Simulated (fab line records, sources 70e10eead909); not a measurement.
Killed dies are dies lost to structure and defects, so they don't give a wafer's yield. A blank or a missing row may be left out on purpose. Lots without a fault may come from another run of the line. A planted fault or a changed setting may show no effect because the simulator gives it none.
Which tool did it? | flow nand_harc | 11 lots, 33 wafers sampled, at 5 steps of a route of 1302

WHAT THE GAUGES READ, wafer by wafer
NHARC_END_SORT_01.
lot  | measured     | on        | killed_at_array
L553 | day 27 07:11 | prober-01 | 672 675 674
L554 | day 28 06:05 | prober-01 | 676 676 675

WHICH TOOL RAN EACH LOT (tool, then ch and the chambers of the sampled wafers, then the start)
lot  | NHARC_A_STAIRCASE_TRIM_26                     | NHARC_A_STAIRCASE_ETCH_192         | NHARC_A_STAIRCASE_ETCH_194                  | NHARC_A_STAIRCASE_TRIM_198
L548 | rie_diel-04 ch 0,3, day 16 18:56 or earlier   | rie_diel-13 ch 1,2,3, day 16 18:56 | rie_diel-13 ch 0,2,3, no start              | rie_diel-13 ch 0,3, no start
L551 | rie_diel-13 ch 0,1, day 18 00:17 or earlier   | rie_diel-09 ch 1,3, day 18 00:17   | rie_diel-09 ch 0,1,2, no start              | rie_diel-09 ch 1,2, no start
L553 | rie_diel-13 ch 0,1, day 18 13:22 or earlier   | rie_diel-13 ch 0,3, day 18 13:22   | rie_diel-13 ch 0,1, day 27 07:11 or earlier | rie_diel-09 ch 1,3, day 27 07:11 or earlier
L554 | rie_diel-13 ch 1,2,3, day 18 23:12 or earlier | rie_diel-04 ch 0,1, day 18 23:12   | rie_diel-04 ch 1,3, day 28 06:05 or earlier | rie_diel-04 ch 1,2, day 28 06:05 or earlier
L557 | rie_diel-04 ch 0,1,2, day 19 19:47 or earlier | rie_diel-04 ch 0,3, day 19 19:47   | rie_diel-04 ch 0,1,2, no start              | rie_diel-04 ch 0,1, no start
L562 | rie_diel-09 ch 0,2,3, day 21 21:22 or earlier | rie_diel-04 ch 2,3, day 21 21:22   | rie_diel-04 ch 0,3, no start                | rie_diel-04 ch 1,2, no start
L563 | rie_diel-09 ch 0,1,2, day 22 21:14 or earlier | rie_diel-09 ch 0,1,2, day 22 21:14 | rie_diel-09 ch 0,1,2, no start              | rie_diel-09 ch 0,1,2, no start
L565 | rie_diel-09 ch 1,2, day 23 10:18 or earlier   | rie_diel-13 ch 0,1,3, day 23 10:18 | rie_diel-13 ch 0,1,2, no start              | rie_diel-09 ch 1,2,3, no start
L567 | rie_diel-13 ch 0,2, day 24 06:26 or earlier   | rie_diel-04 ch 0,2,3, day 24 06:26 | rie_diel-04 ch 0,2, no start                | rie_diel-04 ch 2,3, no start
L569 | rie_diel-09 ch 0,2,3, day 25 06:30 or earlier | rie_diel-04 ch 1,2,3, day 25 06:30 | rie_diel-04 ch 0,2,3, no start              | rie_diel-09 ch 1,2,3, no start
L570 | rie_diel-13 ch 0,1, day 25 17:32 or earlier   | rie_diel-04 ch 1,2,3, day 25 17:32 | rie_diel-04 ch 1,2,3, no start              | rie_diel-04 ch 0,2, no start
- NHARC_A_STAIRCASE_TRIM_26: chemistry O2, time 211.2 s.
- NHARC_A_STAIRCASE_ETCH_192: etches the open film in C4F8/O2, target depth 100 nm, time 40.5 s.
- NHARC_A_STAIRCASE_ETCH_194: etches the open film in C4F8/O2, target depth 100 nm, time 40.5 s.
- NHARC_A_STAIRCASE_TRIM_198: chemistry O2, time 211.2 s.

THE ANSWER, worked out from the rows above alone
Rule: what is usual is taken from the lots themselves. Put in order of their means at a reading, lots are off if they are a third of the lots or fewer, leave a main group of 4 or more, and stand apart from it by a gap of 3 or more times the standard deviation of the main group's means; of several such gaps the widest counts. A main group whose means are all the same, to the digits that the tables above print for the reading, isn't used. A lot without any number at a reading at which 4 lots or more have one is off too. The other lots that the step has rows for count as sound.
No lot is off at any reading shown: from this, nothing can be told.

WHAT THE SIMULATOR HAD PUT IN
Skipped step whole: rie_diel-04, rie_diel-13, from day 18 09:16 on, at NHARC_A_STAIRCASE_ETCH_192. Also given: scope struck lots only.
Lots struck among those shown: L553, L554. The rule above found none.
